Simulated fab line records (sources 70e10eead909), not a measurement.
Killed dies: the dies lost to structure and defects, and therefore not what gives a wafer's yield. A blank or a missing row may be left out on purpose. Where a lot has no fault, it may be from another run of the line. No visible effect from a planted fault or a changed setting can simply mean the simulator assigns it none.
Struck lot and sound lot, side by side ; flow nand_harc ; 14 steps out of a route of 1302
Sound: the wafers L462.4, L462.5, L462.6. Wafers L470.3, L470.4, L470.5 were the ones struck. The cause is given at the end.
Each step with rows lists, per side, the tool, then ch with its chambers, then its first start. Under that, the readings that differ: sound wafers ; struck wafers ; difference of the means ; sigmas: that difference in standard deviations of wafers without a fault.
alike: readings whose means differ by less than 2 such deviations, and words and numbers that are the same on both sides. not compared: withheld readings, readings that some wafer has no value for, bounds like >300 that may hide the same value, and numbers for which the record gives no deviation and whose values overlap.
The two part at a step that has a row with sigmas, a row that says differs or no value, or rows on one side only. Numbers that don't overlap but have no deviation are shown without sigmas and don't part them. A reading that every wafer of one side lacks parts them only if that side has two wafers or more.

first, 4 steps without rows for these wafers: NHARC_A_WL_FILL_STRIP_28 (strips in post etch residue remover, time 1200 s); NHARC_A_WL_FILL_PRECLEAN_06 (cleans in DIW, time 300 s); NHARC_A_WL_FILL_SRD_07; NHARC_A_WL_FILL_ANNEAL_08 (time 1800 s).
NHARC_A_WL_FILL_ALD_10: deposits SiO2, target thk 50 nm, pulse time 10 s, ald cycles 500.
  sound on ald_hk-01 ch 0,1, day 19 21:11; struck on ald_hk-02 ch 0,2,3, day 23 15:06
  alike: heater_power_w, precursor_pulse_height_rel
NHARC_A_WL_FILL_ETCHBACK_16: etches the open film in C4F8/O2/Ar, target depth 120 nm, time 24 s.
  sound on rie_diel-11 ch 0,3; struck on rie_diel-01 ch 1,2
reading;sound;struck;difference;sigmas
rf_vpp_V (V);731 730 726;720 724 720;-8;-2
  alike: oes_product_au
  not compared: rf_hours_counter_h
NHARC_A_WL_FILL_STRIP_29: strips in O2, time 20 s.
  sound on rie_diel-11 ch 1,2,3, day 20 01:23; struck on rie_diel-01 ch 0,2, day 23 19:56
  alike: drypump_motor_current_A, oes_product_au, rf_vpp_V, showerhead_plenum_p_Torr, throttle_valve_pct
  not compared: rf_hours_counter_h
NHARC_A_WL_FILL_ETCHBACK_17: etches the open film in Cl2/BCl3, target depth 4 nm, time 26.7 s.
  sound on rie_metal-03 ch 0,1, day 20 01:32; struck on rie_metal-03 ch 0,1, day 23 20:04
  alike: drypump_motor_current_A, oes_product_au
  not compared: rf_hours_counter_h
then, 3 steps without rows for these wafers: NHARC_A_WL_FILL_PRECLEAN_18 (cleans in dHF, time 30 s); NHARC_A_WL_FILL_SRD_21; NHARC_A_WL_FILL_CVD_23 (deposits poly-Si, target thk 40 nm, time 800 s).
NHARC_A_WL_FILL_ETCHBACK_26: etches the open film in HBr, target depth 52 nm, time 13.3 s.
  sound on rie_si-04 ch 1,2, day 20 08:01; struck on rie_si-01 ch 0,2,3, day 24 02:26
reading;sound;struck;difference;sigmas
oes_product_au (a.u.);0.997 1.000 0.997;0.855 0.866 0.868;-0.135;-21
  alike: drypump_motor_current_A, throttle_valve_pct
  not compared: rf_hours_counter_h
then, 2 steps without rows for these wafers: NHARC_A_WL_FILL_PRECLEAN_30 (cleans in dHF, time 10 s); NHARC_END_SORT_01.

## WHERE THEY PART
Last at NHARC_A_WL_FILL_ETCHBACK_26 as far as this record goes, first at NHARC_A_WL_FILL_ETCHBACK_16.

WHY: what the simulator had put in
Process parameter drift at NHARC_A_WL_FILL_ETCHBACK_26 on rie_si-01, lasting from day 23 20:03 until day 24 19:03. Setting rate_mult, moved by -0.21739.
